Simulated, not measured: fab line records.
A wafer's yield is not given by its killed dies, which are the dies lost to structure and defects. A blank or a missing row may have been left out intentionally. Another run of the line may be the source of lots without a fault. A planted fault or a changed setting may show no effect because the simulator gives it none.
fab line records    flow n5_finfet
record lots=10  wafers=30  last_day=17
route steps=1938 shown MOL_CONTACT_COAG@613 BEOL_M0_SAQP@640 BEOL_M4@1111 PASSIVATION@1936
lots untouched by any fault: they come from a run of this same line in which no faults occurred
start_h: hours from the record's first day to the start of the lot's first wafer shown    wait_h: hours elapsed since this lot's preceding step    " same as the row above    L1.1+2: a single row standing in for several wafers    - either no value or no given start    * or withheld: withheld    < > ~ a bound
route shown NAME@n: NAME is a module with steps in the file, n the number in the route of the first one    usual: average and standard deviation across the fault-free wafers    same: alike in all rows    chamber/n: place in a boat    sites: per-site readings    _std_site: their standard deviation    _edge_site: mean of outer sites minus mean of inner sites    radius_mm: for every site, how far away it sits from the centre of the wafer    mask NAME#n: copy n    behind: tool/chamber where the wafer was last shaped    hold: what put the lot on hold/how long, in hours/how the hold closed    device: which transistor (n, p or np) failed to switch    end of line: the tests these same wafers got at the end of their route    a step given without rows: its recipe and nothing more    killed: not the wafer's yield, but the dies lost to structure and defects at the first sort    map: a wafer's dies, x killed, . not, _ none there
set.NAME: the setting as run; set.NAME@STEP: as run at that earlier step    model.NAME: the simulator's own value behind a step, which no gauge read
one table for each step of the route and one row for each wafer, over a sample of lots
services: the hour from which a tool's chamber was out of use, counted from the record's first day as start_h (under 0 if before that day), plus the number of hours and why
## steps
# step N5_MOL_CONTACT_COAG_ETCHBACK_136
# recipe chemistry=CHF3  target=SiO2  target_depth_a=250  time_s=16.7  ion_energy_ev=200  pressure_mtorr=30  source_w=610  bias_w=170  Ar_flow_sccm=200  CHF3_flow_sccm=50
# usual drypump_motor_current_A=5.7/0.34  oes_product_au=0.74/0.058  rf_vpp_V=522/10  showerhead_plenum_p_Torr=2.38/0.083  throttle_valve_pct=18.77/0.22
lot.wafer  tool         chamber  start_h  wait_h  drypump_motor_current_A  oes_product_au  rf_hours_counter_h  rf_vpp_V  showerhead_plenum_p_Torr  throttle_valve_pct
L790.1     rie_diel-06  3        112.43   0.0     5.2                      0.74            151                 516       2.28                      18.46
L790.2     "            1        "        "       5.4                      0.74            178                 544       2.38                      19.06
L790.5     "            2        "        "       6.3                      0.71            -                   515       2.26                      19.01
L793.1     rie_diel-02  1        126.34   0.0     5.9                      0.73            194                 533       2.45                      18.91
L793.4     "            0        "        "       5.5                      0.70            198                 524       2.36                      18.61
L793.5     "            0        "        "       5.6                      0.70            -                   524       2.36                      18.62
L794.2     rie_diel-02  2        138.03   0.0     5.4                      0.73            209                 526       2.36                      18.67
L794.3     "            1        "        "       5.9                      0.74            198                 532       2.45                      18.91
L794.6     "            1        "        "       5.9                      0.73            -                   532       2.45                      18.89
L802.1     rie_diel-03  1        186.08   0.0     5.3                      0.71            190                 505       2.45                      18.69
L802.4     "            0        "        "       5.6                      0.77            151                 518       2.28                      18.72
L802.5     "            2        "        "       6.1                      0.70            -                   513       2.35                      18.60
L803.1     rie_diel-02  1        188.45   0.0     5.9                      0.72            216                 534       2.44                      18.94
L803.2     "            0        "        "       5.6                      0.68            219                 526       2.35                      18.65
L803.6     "            2        "        "       5.4                      0.72            -                   527       2.35                      18.72
L807.1     rie_diel-03  3        212.76   0.0     5.9                      0.84            63                  527       2.49                      18.52
L807.2     "            0        "        "       5.5                      0.76            160                 518       2.28                      18.75
L807.5     "            0        "        "       5.6                      0.76            -                   519       2.28                      18.76
L808.1     rie_diel-06  0        215.65   0.0     5.8                      0.72            191                 518       2.46                      18.87
L808.2     "            3        "        "       5.2                      0.74            180                 516       2.27                      18.50
L808.4     "            1        "        "       5.4                      0.73            219                 545       2.37                      19.13
L809.1     rie_diel-06  3        225.36   0.0     5.2                      0.73            184                 516       2.27                      18.51
L809.3     "            1        "        "       5.4                      0.72            222                 545       2.37                      19.13
L809.6     "            2        "        "       6.2                      0.94            -                   520       2.54                      18.55
L810.2     rie_diel-03  0        230.05   0.0     5.6                      0.75            168                 520       2.28                      18.77
L810.5     "            0        "        "       5.6                      0.76            -                   518       2.28                      18.77
L810.6     "            3        "        "       5.9                      0.83            -                   527       2.49                      18.51
L811.1     rie_diel-06  3        236.82   0.0     5.2                      0.72            186                 517       2.27                      18.51
L811.4     "            1        "        "       5.4                      0.71            226                 546       2.36                      19.14
L811.6     "            2        "        "       6.3                      0.93            -                   522       2.54                      18.54
# step N5_MOL_CONTACT_COAG_STRIP_49
# recipe chemistry=N2/H2  time_s=30  power_w=1000  temp_c=250  pressure_mtorr=withheld  n2_flow_sccm=1750  h2_flow_sccm=3250
# usual drypump_motor_current_A=5.6/0.49  heater_power_w=354/9.5
lot.wafer  tool             chamber  start_h  wait_h  drypump_motor_current_A  heater_power_w  rf_hours_counter_h
L790.1     plasma_asher-02  0        112.67   -       5.2                      354             42
L790.2     "                1        "        "       5.2                      354             42
L790.5     "                0        "        "       5.2                      352             -
L793.1     plasma_asher-01  0        126.59   -       6.4                      343             99
L793.4     "                1        "        "       6.0                      334             -
L793.5     "                0        "        "       6.4                      342             -
L794.2     plasma_asher-01  1        138.26   -       6.0                      352             100
L794.3     "                0        "        "       6.5                      332             -
L794.6     "                1        "        "       6.0                      355             -
L802.1     plasma_asher-02  0        186.32   -       5.2                      356             56
L802.4     "                1        "        "       5.2                      361             -
L802.5     "                1        "        "       5.2                      364             -
L803.1     plasma_asher-01  0        188.69   -       6.4                      331             113
L803.2     "                1        "        "       6.0                      355             113
L803.6     "                0        "        "       6.4                      339             -
L807.1     plasma_asher-01  1        213.00   -       6.0                      352             116
L807.2     "                0        "        "       6.4                      343             116
L807.5     "                0        "        "       6.5                      340             -
L808.1     plasma_asher-01  0        215.89   -       6.5                      337             117
L808.2     "                1        "        "       6.0                      349             117
L808.4     "                1        "        "       6.0                      356             -
L809.1     plasma_asher-02  0        225.64   -       5.2                      357             65
L809.3     "                0        "        "       5.3                      359             -
L809.6     "                1        "        "       5.2                      366             -
L810.2     plasma_asher-02  1        230.29   -       5.2                      356             67
L810.5     "                1        "        "       5.2                      355             -
L810.6     "                0        "        "       5.3                      357             -
L811.1     plasma_asher-02  0        237.05   -       5.3                      354             70
L811.4     "                0        "        "       5.2                      354             -
L811.6     "                1        "        "       5.2                      368             -
# step N5_BEOL_M0_SAQP_HM_DEP_111
# recipe material=SiO2  target_thk_a=120  temp_c=400  precursor=SiH4/N2O  pressure_torr=0.75  rf_w=275  time_s=7.2
# usual heater_power_w=750/96  showerhead_plenum_p_Torr=8.18/0.11
lot.wafer  tool      chamber  start_h  wait_h  heater_power_w  showerhead_plenum_p_Torr
L790.1     pecvd-01  0        117.49   0.0     849             8.05
L790.2     "         2        "        "       775             8.18
L790.5     "         1        "        "       803             8.10
L793.1     pecvd-03  1        132.71   0.0     655             8.19
L793.4     "         2        "        "       651             8.11
L793.5     "         1        "        "       658             8.21
L794.2     pecvd-01  2        144.46   0.0     702             8.18
L794.3     "         1        "        "       800             8.09
L794.6     "         0        "        "       733             8.03
L802.1     pecvd-03  0        191.10   0.0     529             8.20
L802.4     "         2        "        "       736             8.13
L802.5     "         1        "        "       657             8.20
L803.1     pecvd-02  0        195.95   0.0     789             8.39
L803.2     "         2        "        "       874             8.34
L803.6     "         1        "        "       794             8.04
L807.1     pecvd-03  1        219.32   0.0     709             8.22
L807.2     "         0        "        "       595             8.20
L807.5     "         0        "        "       593             8.17
L808.1     pecvd-01  2        221.41   0.0     781             8.19
L808.2     "         0        "        "       840             8.05
L808.4     "         2        "        "       785             8.20
L809.1     pecvd-02  1        231.04   0.0     784             8.04
L809.3     "         0        "        "       794             8.37
L809.6     "         0        "        "       787             8.38
L810.2     pecvd-03  2        236.63   0.0     749             8.11
L810.5     "         2        "        "       755             8.11
L810.6     "         0        "        "       592             8.20
L811.1     pecvd-01  1        242.60   0.0     814             8.11
L811.4     "         2        "        "       798             8.19
L811.6     "         0        "        "       817             8.04
# step N5_BEOL_M0_SAQP_RECESS_114
# recipe chemistry=HF/NH3  target=SiO2  target_depth_a=144  afs_cycles=3  temp_c=30  sublimation_temp_c=180  sublimation_time_s=60
# usual afs_cycles=3/0  drypump_motor_current_A=5.41/0.13
lot.wafer  tool           chamber  start_h  wait_h  afs_cycles  drypump_motor_current_A
L790.1     vapor_etch-02  1        118.72   0.2     3           5.29
L790.2     "              0        "        "       3           5.50
L790.5     "              1        "        "       3           5.28
L793.1     vapor_etch-02  0        133.63   0.0     3           5.51
L793.4     "              0        "        "       3           5.52
L793.5     "              1        "        "       3           5.32
L794.2     vapor_etch-01  0        145.87   0.0     3           5.17
L794.3     "              0        "        "       3           5.17
L794.6     "              0        "        "       3           5.17
L802.1     vapor_etch-02  0        192.14   0.0     -           -
L802.4     "              0        "        "       -           -
L802.5     "              0        "        "       -           -
L803.1     vapor_etch-02  1        196.99   0.0     -           -
L803.2     "              0        "        "       -           -
L803.6     "              0        "        "       -           -
L807.1     vapor_etch-02  0        220.38   0.0     3           5.51
L807.2     "              1        "        "       3           5.31
L807.5     "              0        "        "       3           5.52
L808.1     vapor_etch-02  0        222.46   0.0     3           5.51
L808.2     "              1        "        "       3           5.27
L808.4     "              0        "        "       3           5.52
L809.1     vapor_etch-02  1        232.11   0.0     3           5.31
L809.3     "              1        "        "       3           5.28
L809.6     "              0        "        "       3           5.52
L810.2     vapor_etch-02  1        237.71   0.0     3           5.30
L810.5     "              0        "        "       3           5.50
L810.6     "              1        "        "       3           5.28
L811.1     vapor_etch-02  1        243.64   0.0     3           5.31
L811.4     "              1        "        "       3           5.30
L811.6     "              0        "        "       3           5.54
# step N5_BEOL_M4_RC_MEAS_101
# usual DIBL_N=36.5/1.7  DIBL_P=36.3/2.1  IOFF_N=0.16/0.036  IOFF_P=0.21/0.037  ION_N=676/12  ION_P=462/7.6  SS_N=71.5/0.68  SS_P=73.3/0.63  VT_N=249/3.5  VT_P=-250/3.5
lot.wafer  tool       chamber  start_h  wait_h  DIBL_N[mV/V]  DIBL_P[mV/V]  IOFF_N[nA/um]  IOFF_P[nA/um]  ION_N[uA/um]  ION_P[uA/um]  SS_N[mV/dec]  SS_P[mV/dec]  VT_N[mV]  VT_P[mV]
L790.1     prober-02  0        178.95   0.0     36.3          36.9          0.16           0.18           681           452           71.1          73.4          250       -253
L790.2     "          0        "        "       37.3          38.5          0.17           0.19           682           452           71.8          72.8          253       -255
L790.5     "          0        "        "       36.6          38.4          0.17           0.18           675           453           71.8          74.1          250       -256
L793.1     prober-02  0        201.93   0.0     39.0          38.2          0.21           0.26           685           469           71.9          74.1          248       -247
L793.4     "          0        "        "       38.7          38.2          0.20           0.27           683           470           72.0          73.8          243       -246
L793.5     "          0        "        "       37.0          35.9          0.17           0.22           674           462           70.7          73.3          250       -247
L794.2     prober-02  0        206.14   0.2     37.0          35.0          0.14           0.20           672           461           71.3          72.7          253       -249
L794.3     "          0        "        "       35.8          32.9          0.12           0.17           664           459           71.0          72.8          257       -251
L794.6     "          0        "        "       35.7          33.9          0.13           0.19           659           460           70.6          72.7          252       -251
L807.1     prober-01  0        284.40   0.2     34.3          33.5          0.11           0.15           657           452           71.1          72.8          255       -257
L807.2     "          0        "        "       34.4          33.2          0.11           0.14           643           441           70.9          72.3          261       -260
L807.5     "          0        "        "       37.6          38.1          0.17           0.21           670           459           71.1          73.7          250       -251
L808.1     prober-02  0        289.05   0.0     37.4          38.3          0.16           0.22           676           461           71.4          74.0          251       -249
L808.2     "          0        "        "       36.9          37.2          0.16           0.21           682           461           70.6          73.2          250       -251
L808.4     "          0        "        "       37.0          37.3          0.16           0.21           667           463           71.3          72.6          250       -248
L809.1     prober-01  0        293.40   0.0     35.0          34.1          0.12           0.17           665           457           71.3          72.2          252       -251
L809.3     "          0        "        "       35.4          34.3          0.12           0.17           669           455           71.1          72.6          252       -255
L809.6     "          0        "        "       38.7          38.4          0.18           0.23           678           464           72.1          74.3          247       -248
L811.1     prober-01  0        310.17   0.0     39.0          37.7          0.19           0.24           679           463           73.4          74.3          246       -247
L811.4     "          0        "        "       36.7          36.5          0.16           0.24           689           480           70.5          73.0          248       -246
L811.6     "          0        "        "       35.6          34.4          0.13           0.19           679           464           71.2          72.9          250       -252
L810.2     prober-02  0        310.87   0.2     38.3          38.7          0.19           0.25           673           469           72.7          73.5          246       -248
L810.5     "          0        "        "       36.6          36.7          0.14           0.23           654           459           71.7          73.3          253       -248
L810.6     "          0        "        "       35.1          35.0          0.14           0.20           668           462           71.7          73.1          250       -249
# step N5_PASSIVATION_PROBE_49
# usual defect_limited_yield=91.4/1.5  killed_at_M0_to_M3=34/12  killed_at_M4_up=12/4.9  killed_at_contacts=13/7.2  killed_at_front_end=39/12  killed_at_other=3.7/2.9  killed_dies=101/18  killed_on_rim=13/4  killed_open=67/14  killed_short=33/7.2  sort_bin_5_function=5.1/0.97  sort_bin_6_memory=3.2/0.67  sort_n_pass=1079/17  sort_yield_pct=91.4/1.5
# same gross_dies=1180  killed_at_back_side=0  sort_bin_4_leakage[%]=0  sort_bin_8_speed[%]=0
lot.wafer  tool       chamber  start_h  wait_h  defect_limited_yield[%]  killed_at_M0_to_M3  killed_at_M4_up  killed_at_contacts  killed_at_front_end  killed_at_other  killed_dies  killed_on_rim  killed_open  killed_short  sort_bin_5_function[%]  sort_bin_6_memory[%]  sort_n_pass  sort_yield_pct[%]
L802.1     prober-02  -        362.32   0.0     0                        1095                15               15                  54                   1                1180         152            66           44            96.1                    3.6                   0            0
L802.4     prober-02  -        362.47   0.2     0                        1125                11               9                   34                   1                1180         152            46           37            96.6                    3.1                   0            0
L802.5     prober-02  -        362.52   0.2     0                        1118                11               4                   43                   4                1180         152            51           25            97.5                    2.2                   0            0
L803.1     prober-01  -        373.71   0.0     0                        1106                16               16                  40                   2                1180         152            70           34            97.3                    2.5                   0            0
L803.2     prober-01  -        373.76   0.1     0                        1110                19               6                   39                   6                1180         152            60           48            96.2                    3.4                   0            0
L803.6     prober-01  -        373.96   0.3     0                        1115                5                7                   51                   2                1180         152            58           37            96.4                    3.3                   0            0
# killed by level:class
L802.1 BEOL_M0_SAQP:area_recess=1070 FIN_SAQP:geometric_particle:open=13 FIN_SAQP:geometric_particle:short=12 STI_FIN_REVEAL:geometric_particle:open=9 MOL_CONTACT_COAG:geometric_particle:open=9 BEOL_M4:geometric_particle:open=7 MOL_CONTACT_COAG:geometric_particle:short=6 BEOL_M0_SAQP:geometric_particle:short=6
L802.4 BEOL_M0_SAQP:area_recess=1095 BEOL_M0_SAQP:geometric_particle:short=13 FIN_SAQP:geometric_particle:open=7 MOL_CONTACT_COAG:geometric_particle:open=7 FIN_SAQP:geometric_particle:short=6 BEOL_M0_SAQP:geometric_particle:open=5 STI_FIN_REVEAL:geometric_particle:open=4 BEOL_M2:geometric_particle:open=4
L802.5 BEOL_M0_SAQP:area_recess=1104 FIN_SAQP:geometric_particle:open=18 FIN_SAQP:geometric_particle:short=8 BEOL_M3:geometric_particle:open=7 GATE_CUT:geometric_particle:short=4 BEOL_M10:geometric_particle:open=4 STI_FIN_REVEAL:geometric_particle:open=3 MOL_CONTACT_COAG:geometric_particle:open=3
L803.1 BEOL_M0_SAQP:area_recess=1076 BEOL_M4:geometric_particle:open=13 FIN_SAQP:geometric_particle:open=12 MOL_CONTACT_COAG:geometric_particle:open=10 BEOL_M2:geometric_particle:open=10 BEOL_M0_SAQP:geometric_particle:short=7 GATE_CUT:geometric_particle:short=6 MOL_CONTACT_COAG:geometric_particle:short=6
L803.2 BEOL_M0_SAQP:area_recess=1072 FIN_SAQP:geometric_particle:open=10 BEOL_M4:geometric_particle:open=10 BEOL_M0_SAQP:geometric_particle:short=9 BEOL_M2:geometric_particle:open=9 FIN_SAQP:geometric_particle:short=7 STI_FIN_REVEAL:geometric_particle:open=7 GATE_CUT:geometric_particle:short=5
L803.6 BEOL_M0_SAQP:area_recess=1085 STI_FIN_REVEAL:geometric_particle:open=10 FIN_SAQP:geometric_particle:short=9 FIN_SAQP:geometric_particle:open=9 BEOL_M2:geometric_particle:open=8 GATE_CUT:geometric_particle:short=7 MOL_CONTACT_COAG:geometric_particle:open=7 BEOL_M3:geometric_particle:short=6
## services
tool             chamber  start_h  hours  kind
pecvd-03         0        90.42    5.0    scheduled_down
pecvd-02         -        101.13   0.5    repair
pecvd-02         -        103.94   2.8    pm
vapor_etch-01    -        111.01   2.8    pm
rie_diel-06      3        119.33   22.6   repair
rie_diel-02      1        146.47   3.9    repair
plasma_asher-02  -        148.95   4.9    repair
pecvd-03         2        164.67   13.1   repair
rie_diel-06      2        165.55   -      clean
rie_diel-06      2        165.55   -      consumable_replace:focus_ring
rie_diel-06      2        165.55   -      consumable_replace:showerhead
rie_diel-06      2        165.55   25.6   scheduled_down
rie_diel-06      2        165.55   25.6   vent_cycle
rie_diel-02      3        185.18   6.4    repair
plasma_asher-01  -        189.66   1.4    repair
vapor_etch-01    0        205.91   2.9    repair
pecvd-03         2        210.24   18.6   repair
pecvd-01         0        214.63   5.5    scheduled_down
plasma_asher-01  -        222.73   15.6   pm
rie_diel-03      3        225.89   3.9    repair
vapor_etch-02    -        229.53   0.1    repair
pecvd-03         1        230.40   2.1    scheduled_down
rie_diel-02      2        241.87   -      clean
rie_diel-02      2        241.87   -      consumable_replace:focus_ring
## key
first_sign step=N5_BEOL_M0_SAQP_RECESS_114  reading=tool_record  direction=missing
effect step=N5_PASSIVATION_PROBE_49  reading=sort_bin_5_function  direction=up  sigmas=94  usual=5.1  struck=96.7
more_kills_born_at N5_BEOL_M0_SAQP_RECESS_114@vapor_etch-02=6502
met_at N5_BEOL_M0_SAQP_RECESS_114
struck_lots L802,L803
later_rows_left_out L802.1,L802.4,L802.5,L803.1,L803.2,L803.6
not_acting_at N5_MOL_CONTACT_COAG_ETCHBACK_136,N5_MOL_CONTACT_COAG_STRIP_49,N5_BEOL_M0_SAQP_HM_DEP_111
onset_between 133.63 192.14
fault kind=skipped_step_whole  tool=vapor_etch-02  chamber=-  onset_h=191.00  steps=N5_BEOL_M0_SAQP_RECESS_114  scope=struck_lots_only
# later_rows_left_out: the simulator's readings of these wafers behind a module that went badly wrong aren't trusted and aren't shown, but for the sort
